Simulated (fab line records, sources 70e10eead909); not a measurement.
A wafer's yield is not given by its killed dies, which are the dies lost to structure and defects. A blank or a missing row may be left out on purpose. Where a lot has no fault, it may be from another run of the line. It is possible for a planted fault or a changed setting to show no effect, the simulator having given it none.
fab line records	flow nand_harc
[record] lots = 24	wafers = 72	last_day = 34
route steps=1302 shown P_BONDPAD@351 A_SOURCE_PLATE@423 A_ONON_D1@443 A_CHANNEL_HOLE_D1@462
lots with no fault: from the same line, run without faults
start_h: the number of hours between the record's first day and the start of the first shown wafer of the lot	wait_h: how many hours have passed since the lot's step before this one	" as in the row above	L1.1+2: a single row standing in for several wafers	- either no value or no given start	* or withheld: withheld	< > ~ a bound
route shown NAME@n: a module of which the file shows steps, and the number in the route of the first	usual: mean and standard deviation over wafers with no fault	same: alike in all rows	chamber/n: place in a boat	sites: per-site readings	_std_site: standard deviation of those values	_edge_site: the outer-site mean with the inner-site mean subtracted	radius_mm: for every site, how far away it sits from the centre of the wafer	mask NAME#n: copy n	behind: the last tool/chamber to shape the wafer	hold: why the lot was held/for how many hours/how that ended	device: transistor that didn't switch, given as n, p or np	end of line: tests run on the same wafers once the route is complete	where a step has no rows: the recipe by itself	killed: at the first sort, the dies lost to defects and structure; wafer yield is something else	map: per-die view of a wafer (x killed, . not killed, _ where there is no die)
set.NAME: the run value of the setting; set.NAME@STEP: its run value at that earlier step	model.NAME: the simulator's own value behind a step, which no gauge read
steps of the route over a sample of lots; a table a step, a row a wafer
services: from which hour (start_h, from the record's first day; less than 0 if before it) a tool's chamber was out of use, for how many hours, and why
[[steps]]
[step NHARC_P_BONDPAD_DEP_00]
[recipe] target_thk_a = 2500	temp_c = 370	target_thk_nm = 250	pressure_torr = 3	flow_sccm = 200	rf_w = 450	material = SiCN
[usual] heater_power_w = 559/78
lot.wafer	tool	chamber	start_h	wait_h	heater_power_w
L074.5	pecvd-04	1	127.70	-	425
L074.4	"	2	"	"	447
L074.6	"	0	"	"	679
L075.1	pecvd-02	1	144.69	-	551
L075.6	"	1	"	"	567
L075.5	"	2	"	"	584
L076.2	pecvd-04	0	153.85	-	624
L076.1	"	2	"	"	485
L076.5	"	1	"	"	458
L077.1	pecvd-04	2	157.93	-	453
L077.6	"	1	"	"	411
L077.4	"	2	"	"	487
L078.1	pecvd-02	2	175.81	0.4	552
L078.3	"	0	"	"	642
L078.6	"	0	"	"	527
L079.1	pecvd-04	0	180.30	-	607
L079.3	"	2	"	"	557
L079.5	"	2	"	"	559
L080.2	pecvd-01	1	194.31	-	514
L080.3	"	2	"	"	640
L080.6	"	0	"	"	687
L081.1	pecvd-04	2	197.54	-	512
L081.3	"	0	"	"	683
L081.5	"	0	"	"	680
L082.2	pecvd-04	1	212.78	-	382
L082.4	"	0	"	"	556
L082.5	"	2	"	"	565
L083.1	pecvd-01	0	219.00	-	696
L083.2	"	1	"	"	556
L083.4	"	0	"	"	713
L084.2	pecvd-01	0	238.67	-	652
L084.6	"	2	"	"	615
L084.5	"	0	"	"	647
L085.3	pecvd-02	0	241.27	-	505
L085.5	"	0	"	"	527
L085.6	"	2	"	"	551
L086.2	pecvd-01	0	258.88	0.8	698
L086.6	"	2	"	"	546
L086.5	"	1	"	"	503
L087.1	pecvd-01	0	264.48	-	591
L087.5	"	1	"	"	522
L087.6	"	0	"	"	590
L088.3	pecvd-02	2	281.69	-	580
L088.6	"	0	"	"	617
L088.5	"	2	"	"	566
L089.3	pecvd-02	0	282.22	-	577
L089.1	"	1	"	"	499
L089.5	"	1	"	"	514
L090.2	pecvd-04	2	295.34	-	564
L090.1	"	1	"	"	414
L090.6	"	1	"	"	418
L091.1	pecvd-04	0	300.95	-	674
L091.3	"	2	"	"	528
L091.5	"	1	"	"	408
L092.2	pecvd-02	0	315.42	-	596
L092.3	"	1	"	"	611
L092.4	"	1	"	"	613
L093.2	pecvd-01	2	329.93	-	618
L093.6	"	1	"	"	519
L093.5	"	0	"	"	639
L094.2	pecvd-01	1	333.01	-	502
L094.4	"	2	"	"	661
L094.5	"	0	"	"	586
L095.3	pecvd-04	2	337.35	-	529
L095.1	"	0	"	"	678
L095.6	"	1	"	"	432
L096.3	pecvd-02	2	353.87	-	551
L096.2	"	0	"	"	593
L096.1	"	1	"	"	518
L097.1	pecvd-02	2	357.84	-	580
L097.2	"	0	"	"	601
L097.3	"	1	"	"	560
[step NHARC_A_SOURCE_PLATE_INSPECT_08]
[usual] raw_defect_count = 62/32
lot.wafer	tool	chamber	start_h	wait_h	raw_defect_count
L074.4	defect_inspect-02	-	154.31	0.0	25
L074.5	"	-	"	"	74
L074.6	"	-	"	"	34
L075.1	defect_inspect-02	-	174.96	0.0	26
L075.5	"	-	"	"	48
L075.6	"	-	"	"	44
L076.1	defect_inspect-01	-	180.84	0.0	30
L076.2	"	-	"	"	100
L076.5	"	-	"	"	33
L077.1	defect_inspect-02	-	186.94	0.0	178
L077.4	"	-	"	"	127
L077.6	"	-	"	"	109
L078.1	defect_inspect-01	-	206.64	0.0	66
L078.3	"	-	"	"	56
L078.6	"	-	"	"	76
L079.1	defect_inspect-02	-	206.66	0.0	22
L079.3	"	-	"	"	21
L079.5	"	-	"	"	20
L081.1	defect_inspect-02	-	221.22	0.0	80
L081.3	"	-	"	"	54
L081.5	"	-	"	"	40
L080.2	defect_inspect-01	-	221.22	0.0	77
L080.3	"	-	"	"	70
L080.6	"	-	"	"	75
L082.2	defect_inspect-01	-	241.40	0.0	51
L082.4	"	-	"	"	32
L082.5	"	-	"	"	25
L083.1	defect_inspect-01	-	245.35	0.0	76
L083.2	"	-	"	"	95
L083.4	"	-	"	"	56
L084.2	defect_inspect-01	-	264.64	0.0	35
L084.5	"	-	"	"	33
L084.6	"	-	"	"	20
L085.3	defect_inspect-01	-	268.92	0.0	73
L085.5	"	-	"	"	78
L085.6	"	-	"	"	53
L086.2	defect_inspect-02	-	287.67	0.0	68
L086.5	"	-	"	"	65
L086.6	"	-	"	"	136
L087.1	defect_inspect-02	-	291.18	0.0	89
L087.5	"	-	"	"	80
L087.6	"	-	"	"	125
L089.1	defect_inspect-01	-	308.64	0.0	36
L089.3	"	-	"	"	42
L089.5	"	-	"	"	61
L088.3	defect_inspect-02	-	308.64	0.0	52
L088.5	"	-	"	"	68
L088.6	"	-	"	"	58
L090.1	defect_inspect-01	-	324.02	0.0	119
L090.2	"	-	"	"	51
L090.6	"	-	"	"	102
L091.1	defect_inspect-02	-	327.63	0.0	51
L091.3	"	-	"	"	73
L091.5	"	-	"	"	108
L092.2	defect_inspect-02	-	342.05	0.0	32
L092.3	"	-	"	"	47
L092.4	"	-	"	"	57
L093.2	defect_inspect-02	-	358.30	0.0	34
L093.5	"	-	"	"	26
L093.6	"	-	"	"	61
L094.2	defect_inspect-01	-	358.30	0.0	31
L094.4	"	-	"	"	78
L094.5	"	-	"	"	58
L095.1	defect_inspect-01	-	363.95	0.0	32
L095.3	"	-	"	"	38
L095.6	"	-	"	"	39
L096.1	defect_inspect-02	-	380.59	0.0	71
L096.2	"	-	"	"	80
L096.3	"	-	"	"	62
L097.1	defect_inspect-02	-	388.97	0.0	48
L097.2	"	-	"	"	49
L097.3	"	-	"	"	16
[step NHARC_A_ONON_D1_THK_MEAS_27]
[recipe] thk_meas_gauge = ellipsometry
[usual] thk_nm = 1002/13
lot.wafer	tool	chamber	start_h	wait_h	thk_nm
L074.4	film_metro-01	-	166.65	-	998
L074.5	"	-	"	"	998
L074.6	"	-	"	"	996
L075.1	film_metro-01	-	187.31	-	998
L075.5	"	-	"	"	1000
L075.6	"	-	"	"	1000
L076.1	film_metro-01	-	193.02	-	973
L076.2	"	-	"	"	971
L076.5	"	-	"	"	973
L077.1	film_metro-01	-	202.95	-	997
L077.4	"	-	"	"	997
L077.6	"	-	"	"	999
L079.1	film_metro-02	-	219.01	-	1002
L079.3	"	-	"	"	1002
L079.5	"	-	"	"	1003
L078.1	film_metro-01	-	219.01	-	993
L078.3	"	-	"	"	994
L078.6	"	-	"	"	992
L080.2	film_metro-02	-	234.49	-	999
L080.3	"	-	"	"	997
L080.6	"	-	"	"	997
L081.1	film_metro-01	-	234.50	-	1005
L081.3	"	-	"	"	1004
L081.5	"	-	"	"	1005
L082.2	film_metro-01	-	257.34	-	991
L082.4	"	-	"	"	990
L082.5	"	-	"	"	992
L083.1	film_metro-02	-	257.35	-	1004
L083.2	"	-	"	"	1004
L083.4	"	-	"	"	1004
L084.2	film_metro-01	-	277.45	-	1000
L084.5	"	-	"	"	1002
L084.6	"	-	"	"	1001
L085.3	film_metro-02	-	281.25	-	1032
L085.5	"	-	"	"	1032
L085.6	"	-	"	"	1031
L086.2	film_metro-01	-	299.96	-	1003
L086.5	"	-	"	"	1005
L086.6	"	-	"	"	1005
L087.1	film_metro-01	-	303.80	-	1009
L087.5	"	-	"	"	1011
L087.6	"	-	"	"	1007
L088.3	film_metro-02	-	326.00	-	978
L088.5	"	-	"	"	977
L088.6	"	-	"	"	977
L089.1	film_metro-01	-	326.19	-	1009
L089.3	"	-	"	"	1008
L089.5	"	-	"	"	1008
L090.1	film_metro-01	-	336.39	-	1005
L090.2	"	-	"	"	1003
L090.6	"	-	"	"	1006
L091.1	film_metro-01	-	342.04	-	1005
L091.3	"	-	"	"	1005
L091.5	"	-	"	"	1005
L092.2	film_metro-02	-	354.38	-	1017
L092.3	"	-	"	"	1015
L092.4	"	-	"	"	1019
L093.2	film_metro-01	-	374.59	-	985
L093.5	"	-	"	"	984
L093.6	"	-	"	"	985
L094.2	film_metro-01	-	374.74	-	1010
L094.4	"	-	"	"	1011
L094.5	"	-	"	"	1010
L095.1	film_metro-01	-	374.95	-	1023
L095.3	"	-	"	"	1022
L095.6	"	-	"	"	1021
L096.1	film_metro-01	-	395.03	-	1007
L096.2	"	-	"	"	1008
L096.3	"	-	"	"	1007
L097.1	film_metro-01	-	401.34	-	1008
L097.2	"	-	"	"	1006
L097.3	"	-	"	"	1009
[step NHARC_A_CHANNEL_HOLE_D1_CD_MEAS_10]
[recipe] target_cd_nm = 100	landing_energy_ev = 500
[usual] cd_nm = 100.0/0.5
lot.wafer	tool	chamber	start_h	wait_h	cd_nm
L074.4	cd_sem-01	0	172.59	-	99.7
L074.5	"	0	"	"	100.2
L074.6	"	0	"	"	99.5
L075.1	cd_sem-03	0	191.10	-	100.2
L075.5	"	0	"	"	100.0
L075.6	"	0	"	"	100.1
L076.1	cd_sem-02	0	196.73	-	100.0
L076.2	"	0	"	"	100.7
L076.5	"	0	"	"	100.1
L077.1	cd_sem-02	0	208.41	-	99.9
L077.4	"	0	"	"	100.6
L077.6	"	0	"	"	101.0
L079.1	cd_sem-03	0	222.84	-	99.6
L079.3	"	0	"	"	99.6
L079.5	"	0	"	"	99.4
L078.1	cd_sem-03	0	223.94	-	99.5
L078.3	"	0	"	"	99.4
L078.6	"	0	"	"	99.2
L080.2	cd_sem-03	0	238.57	-	99.6
L080.3	"	0	"	"	99.5
L080.6	"	0	"	"	99.2
L081.1	cd_sem-02	0	238.73	-	99.2
L081.3	"	0	"	"	99.0
L081.5	"	0	"	"	99.7
L082.2	cd_sem-03	0	261.17	-	100.4
L082.4	"	0	"	"	100.8
L082.5	"	0	"	"	100.2
L083.1	cd_sem-03	0	262.02	-	99.9
L083.2	"	0	"	"	99.6
L083.4	"	0	"	"	99.9
L084.2	cd_sem-01	0	284.63	-	100.9
L084.5	"	0	"	"	100.3
L084.6	"	0	"	"	100.5
L085.3	cd_sem-03	0	288.12	-	100.3
L085.5	"	0	"	"	100.0
L085.6	"	0	"	"	100.0
L086.2	cd_sem-01	0	303.65	-	99.5
L086.5	"	0	"	"	99.8
L086.6	"	0	"	"	99.6
L087.1	cd_sem-02	0	309.86	-	100.3
L087.5	"	0	"	"	99.7
L087.6	"	0	"	"	100.2
L088.3	cd_sem-02	0	329.73	-	99.9
L088.5	"	0	"	"	100.1
L088.6	"	0	"	"	100.1
L089.1	cd_sem-01	0	330.07	-	100.2
L089.3	"	0	"	"	99.8
L089.5	"	0	"	"	99.4
L090.1	cd_sem-01	0	341.60	-	99.9
L090.2	"	0	"	"	99.9
L090.6	"	0	"	"	100.0
L091.1	cd_sem-01	0	346.80	-	99.9
L091.3	"	0	"	"	99.3
L091.5	"	0	"	"	99.6
L092.2	cd_sem-03	0	359.26	-	99.6
L092.3	"	0	"	"	99.4
L092.4	"	0	"	"	99.8
L093.2	cd_sem-01	0	378.39	-	100.3
L093.5	"	0	"	"	100.5
L093.6	"	0	"	"	100.5
L094.2	cd_sem-01	0	378.70	-	100.9
L094.4	"	0	"	"	100.8
L094.5	"	0	"	"	100.6
L095.1	cd_sem-02	0	380.30	-	100.3
L095.3	"	0	"	"	100.2
L095.6	"	0	"	"	100.7
L096.1	cd_sem-03	0	398.78	-	99.9
L096.2	"	0	"	"	100.1
L096.3	"	0	"	"	99.7
L097.1	cd_sem-01	0	409.64	-	100.0
L097.2	"	0	"	"	99.5
L097.3	"	0	"	"	100.0
[step NHARC_A_CHANNEL_HOLE_D1_ETCH_38]
[recipe] target_depth_a = 390	over_etch_frac = 0.3	time_s = 65	ion_energy_ev = 80	cf4_flow_sccm = 150	ar_flow_sccm = 0	rf_w = 300	bias_w = 100	chemistry = CF4
[usual] drypump_motor_current_A = 5.8/0.4	oes_product_au = 1.001/0.0093	rf_vpp_V = 150.8/1	showerhead_plenum_p_Torr = 1.73/0.05	throttle_valve_pct = 13.283/0.0088
lot.wafer	tool	chamber	start_h	wait_h	drypump_motor_current_A	oes_product_au	rf_hours_counter_h	rf_vpp_V	showerhead_plenum_p_Torr	throttle_valve_pct
L074.4	rie_diel-01	0	172.86	0.1	5.4	0.988	46	152.0	1.75	13.282
L074.5	"	3	"	"	5.7	0.993	-	150.0	1.73	13.284
L074.6	"	0	"	"	5.4	0.999	-	150.5	1.76	13.272
L075.1	rie_diel-13	3	191.38	0.1	5.4	1.005	0	151.9	1.82	13.272
L075.5	"	2	"	"	5.3	0.999	-	151.0	1.78	13.276
L075.6	"	3	"	"	5.4	1.003	-	151.0	1.82	13.286
L076.2	rie_diel-10	0	197.04	0.1	5.9	1.007	32	149.7	1.76	13.275
L076.1	"	1	"	"	5.6	0.989	36	150.3	1.66	13.278
L076.5	"	0	"	"	5.8	1.014	-	150.2	1.76	13.290
L077.1	rie_diel-13	1	208.71	0.1	6.5	1.012	2	150.5	1.68	13.280
L077.4	"	1	"	"	6.5	1.016	-	149.7	1.68	13.299
L077.6	"	2	"	"	5.3	1.000	-	151.3	1.78	13.290
L079.1	rie_diel-01	1	223.11	0.1	6.1	1.002	2	151.1	1.76	13.293
L079.3	"	3	"	"	5.7	1.009	1	151.7	1.72	13.288
L079.5	"	1	"	"	6.1	1.014	-	150.4	1.76	13.278
L078.3	rie_diel-13	2	224.22	0.1	5.3	1.001	4	151.0	1.78	13.280
L078.1	"	3	"	"	5.4	0.991	4	151.7	1.82	13.277
L078.6	"	1	"	"	6.5	1.005	-	151.7	1.68	13.278
L080.2	rie_diel-13	2	238.84	0.1	5.2	0.996	6	150.3	1.78	13.279
L080.3	"	3	"	"	5.4	0.992	5	152.4	1.82	13.287
L080.6	"	2	"	"	5.3	0.983	-	151.7	1.78	13.278
L081.1	rie_diel-13	3	239.12	0.2	5.4	0.984	5	152.2	1.82	13.298
L081.3	"	0	"	"	5.8	0.994	3	150.0	1.67	13.279
L081.5	"	3	"	"	5.4	0.994	-	153.5	1.82	13.293
L082.4	rie_diel-13	1	261.46	0.1	6.5	1.009	7	150.7	1.68	13.290
L082.2	"	2	"	"	5.2	0.983	7	152.0	1.78	13.291
L082.5	"	1	"	"	6.5	1.021	-	151.5	1.68	13.292
L083.2	rie_diel-01	3	262.33	0.1	5.7	1.013	13	149.9	1.72	13.293
L083.1	"	0	"	"	5.4	1.002	15	150.5	1.75	13.282
L083.4	"	2	"	"	6.1	1.004	-	151.5	1.71	13.277
L084.2	rie_diel-10	0	284.92	0.1	5.8	1.007	9	150.3	1.76	13.298
L084.6	"	1	"	"	5.6	0.991	-	150.8	1.65	13.298
L084.5	"	2	"	"	5.2	1.018	-	153.1	1.79	13.294
L085.3	rie_diel-10	2	288.40	0.1	5.2	1.010	9	152.1	1.79	13.283
L085.6	"	0	"	"	5.8	0.999	-	150.0	1.76	13.273
L085.5	"	1	"	"	5.6	0.975	-	149.9	1.65	13.270
L086.2	rie_diel-01	1	303.93	0.1	6.1	1.003	24	152.0	1.75	13.285
L086.6	"	3	"	"	5.7	1.001	-	151.1	1.72	13.289
L086.5	"	0	"	"	5.4	1.006	-	150.9	1.74	13.294
L087.1	rie_diel-01	0	310.15	0.1	5.5	1.005	35	149.3	1.74	13.276
L087.5	"	1	"	"	6.1	1.008	-	151.5	1.75	13.284
L087.6	"	2	"	"	6.1	1.004	-	151.4	1.70	13.289
L088.3	rie_diel-13	2	330.00	0.1	5.3	0.988	12	151.8	1.78	13.300
L088.6	"	1	"	"	6.5	1.004	-	150.8	1.68	13.282
L088.5	"	2	"	"	5.3	0.982	-	150.3	1.78	13.281
L089.1	rie_diel-01	1	330.36	0.1	6.1	0.999	34	151.4	1.75	13.290
L089.3	"	2	"	"	6.1	0.996	37	150.0	1.70	13.306
L089.5	"	3	"	"	5.7	1.001	-	150.3	1.71	13.273
L090.1	rie_diel-13	2	341.88	0.1	5.3	0.993	13	150.2	1.78	13.284
L090.2	"	3	"	"	5.4	1.001	13	153.2	1.82	13.290
L090.6	"	1	"	"	6.5	1.011	-	150.2	1.68	13.287
L091.1	rie_diel-01	2	347.08	0.1	6.1	1.002	44	150.1	1.70	13.277
L091.3	"	3	"	"	5.6	1.005	42	151.2	1.71	13.294
L091.5	"	1	"	"	6.1	1.014	-	151.2	1.75	13.279
L092.4	rie_diel-01	2	359.53	0.1	6.1	0.992	51	150.3	1.70	13.290
L092.3	"	3	"	"	5.6	0.989	47	151.3	1.71	13.272
L092.2	"	0	"	"	5.4	0.997	51	153.2	1.74	13.264
L093.2	rie_diel-13	3	378.69	0.1	5.4	1.001	2	151.5	1.82	13.277
L093.5	"	2	"	"	5.3	0.999	-	152.7	1.78	13.284
L093.6	"	3	"	"	5.4	0.990	-	151.0	1.82	13.295
L094.2	rie_diel-01	3	378.98	0.1	5.7	0.998	54	150.9	1.71	13.286
L094.4	"	0	"	"	5.4	1.000	59	150.9	1.74	13.280
L094.5	"	3	"	"	5.7	1.003	-	151.8	1.71	13.291
L095.1	rie_diel-10	3	380.57	0.1	6.0	1.011	42	150.5	1.77	13.262
L095.3	"	1	"	"	5.6	0.987	33	149.3	1.65	13.277
L095.6	"	2	"	"	5.2	1.002	-	150.7	1.78	13.276
L096.2	rie_diel-13	2	399.07	0.1	5.2	0.998	3	152.3	1.78	13.298
L096.1	"	0	"	"	5.8	0.991	2	149.0	1.67	13.281
L096.3	"	1	"	"	6.5	1.005	3	151.5	1.68	13.288
L097.3	rie_diel-10	0	409.91	0.1	5.8	1.013	47	149.9	1.75	13.296
L097.2	"	1	"	"	5.6	0.994	42	150.6	1.64	13.295
L097.1	"	2	"	"	5.2	1.002	47	151.0	1.78	13.282
[step NHARC_A_CHANNEL_HOLE_D1_ETCH_25]
[recipe] bias_v = 5000	source_w = withheld	pressure_mtorr = 20	time_s = 1040.2	ar_flow_sccm = 375	c4f8_flow_sccm = 93.8	o2_flow_sccm = 31.2	temp_c = -20	target_depth_a = 15000	chemistry = C4F8/O2/Ar
[usual] drypump_motor_current_A = 5.8/0.82	oes_air_line_au = 1.002/0.018	showerhead_plenum_p_Torr = 3.58/0.093	throttle_valve_pct = 32.235/0.0088
lot.wafer	tool	chamber	start_h	wait_h	drypump_motor_current_A	oes_air_line_au	rf_hours_counter_h	showerhead_plenum_p_Torr	throttle_valve_pct
L074.4	har_etch-02	0	179.11	0.7	6.5	1.020	-	3.72	32.239
L074.5	"	0	"	"	6.5	1.017	-	3.72	32.244
L074.6	"	1	"	"	5.0	0.979	-	3.66	32.237
L075.1	har_etch-01	1	195.52	0.7	5.0	0.999	90	3.52	32.236
L075.5	"	0	"	"	6.7	0.998	-	3.59	32.254
L075.6	"	1	"	"	5.0	1.015	-	3.52	32.235
L076.2	har_etch-02	0	201.31	0.6	6.5	1.023	301	3.71	32.228
L076.1	"	1	"	"	5.0	0.973	301	3.66	32.245
L076.5	"	1	"	"	5.0	0.981	-	3.66	32.236
L077.1	har_etch-01	1	213.04	0.7	5.0	1.024	102	3.51	32.231
L077.4	"	0	"	"	6.8	1.025	-	3.59	32.224
L077.6	"	1	"	"	5.0	1.014	-	3.51	32.238
L079.1	har_etch-01	0	227.11	0.6	6.7	0.975	110	3.58	32.238
L079.3	"	0	"	"	6.7	1.010	-	3.58	32.236
L079.5	"	0	"	"	6.7	0.971	-	3.58	32.235
L078.1	har_etch-02	1	228.34	0.6	5.0	0.989	320	3.65	32.214
L078.3	"	1	"	"	5.0	0.966	-	3.65	32.223
L078.6	"	1	"	"	5.0	0.991	-	3.65	32.242
L080.2	har_etch-01	0	243.12	0.7	6.7	0.994	121	3.58	32.227
L080.3	"	1	"	"	4.9	0.984	-	3.50	32.237
L080.6	"	1	"	"	4.9	0.991	-	3.50	32.233
L081.1	har_etch-02	1	243.43	0.6	5.0	1.009	331	3.64	32.238
L081.3	"	1	"	"	5.0	0.969	-	3.64	32.249
L081.5	"	0	"	"	6.5	0.985	-	3.69	32.240
L082.2	har_etch-01	0	266.72	0.7	6.7	0.988	132	3.57	32.225
L082.4	"	1	"	"	5.0	1.004	-	3.50	32.241
L082.5	"	1	"	"	5.0	0.997	-	3.50	32.229
L083.2	har_etch-02	1	267.61	0.6	5.0	0.993	343	3.64	32.232
L083.1	"	0	"	"	6.5	1.010	343	3.69	32.258
L083.4	"	0	"	"	6.5	1.004	-	3.69	32.237
L084.2	har_etch-01	1	289.07	0.7	5.0	0.995	144	3.49	32.232
L084.6	"	0	"	"	6.8	1.012	-	3.56	32.219
L084.5	"	1	"	"	5.0	1.005	-	3.49	32.238
L085.3	har_etch-02	1	292.85	0.7	5.0	1.010	-	3.63	32.233
L085.5	"	1	"	"	5.0	0.981	-	3.63	32.231
L085.6	"	0	"	"	6.5	1.017	-	3.68	32.232
L086.2	har_etch-01	0	308.07	0.7	6.7	1.004	159	3.56	32.244
L086.5	"	1	"	"	5.0	0.999	-	3.48	32.228
L086.6	"	0	"	"	6.7	0.980	-	3.56	32.248
L087.1	har_etch-01	1	314.27	0.7	4.9	1.006	163	3.48	32.245
L087.6	"	0	"	"	6.7	1.004	-	3.55	32.244
L087.5	"	1	"	"	5.0	1.021	-	3.48	32.217
L088.3	har_etch-02	1	336.84	0.7	5.0	1.012	-	3.62	32.232
L088.6	"	1	"	"	5.0	0.997	-	3.62	32.220
L088.5	"	0	"	"	6.5	0.993	-	3.67	32.230
L089.1	har_etch-01	1	337.62	0.7	5.0	0.999	174	3.47	32.234
L089.3	"	0	"	"	6.7	0.986	-	3.55	32.244
L089.5	"	0	"	"	6.7	0.978	-	3.55	32.232
L090.2	har_etch-02	0	345.87	0.6	6.4	0.972	389	3.66	32.228
L090.1	"	1	"	"	5.0	1.002	389	3.61	32.229
L090.6	"	0	"	"	6.4	1.012	-	3.66	32.244
L091.1	har_etch-01	0	351.08	0.6	6.6	1.026	182	3.54	32.229
L091.3	"	1	"	"	5.0	1.023	-	3.47	32.222
L091.5	"	0	"	"	6.6	0.993	-	3.54	32.233
L092.2	har_etch-02	0	365.74	0.7	6.5	1.031	400	3.66	32.233
L092.4	"	1	"	"	5.0	1.011	-	3.61	32.240
L092.3	"	0	"	"	6.5	1.017	-	3.66	32.251
L093.2	har_etch-01	1	382.84	0.6	5.0	0.992	201	3.46	32.239
L093.6	"	1	"	"	4.9	1.003	-	3.46	32.240
L093.5	"	0	"	"	6.7	1.003	-	3.53	32.233
L094.2	har_etch-01	1	387.00	0.6	5.0	0.990	205	3.46	32.231
L094.4	"	0	"	"	6.7	0.988	-	3.53	32.229
L094.5	"	0	"	"	6.7	1.007	-	3.53	32.224
L095.1	har_etch-01	0	391.30	0.7	6.8	0.981	209	3.53	32.232
L095.3	"	0	"	"	6.7	1.039	-	3.53	32.219
L095.6	"	0	"	"	6.7	0.996	-	3.53	32.226
L096.1	har_etch-02	1	404.57	0.6	5.0	1.036	7	3.92	32.240
L096.2	"	0	"	"	6.5	1.009	7	3.65	32.222
L096.3	"	0	"	"	6.5	1.007	-	3.65	32.239
L097.1	har_etch-01	1	413.91	0.6	5.0	1.008	220	3.45	32.238
L097.2	"	0	"	"	6.7	0.991	220	3.52	32.235
L097.3	"	0	"	"	6.7	1.025	-	3.52	32.228
[[services]]
tool	chamber	start_h	hours	kind
rie_diel-01	2	117.78	10.0	repair
rie_diel-13	-	127.62	0.3	repair
pecvd-01	-	130.00	13.0	pm
rie_diel-13	-	165.21	9.0	pm
pecvd-04	1	174.83	7.5	repair
rie_diel-13	0	202.66	15.2	repair
rie_diel-01	-	205.61	9.0	pm
pecvd-02	-	227.06	13.0	pm
rie_diel-13	3	252.32	1.5	repair
pecvd-01	1	253.20	4.9	repair
rie_diel-01	1	261.34	14.6	repair
pecvd-04	-	269.23	13.0	pm
rie_diel-01	3	274.94	3.1	repair
rie_diel-13	0	285.25	3.4	repair
rie_diel-01	-	309.30	0.6	repair
rie_diel-13	2	316.63	7.3	repair
har_etch-02	-	339.45	2.7	repair
rie_diel-13	-	342.21	9.0	pm
rie_diel-13	0	375.05	7.5	repair
har_etch-02	-	377.04	17.0	pm
rie_diel-13	2	381.59	2.0	repair
rie_diel-01	-	382.61	9.0	pm
rie_diel-13	3	390.08	12.7	repair
pecvd-02	-	408.47	13.0	pm
[[key]]
fault none
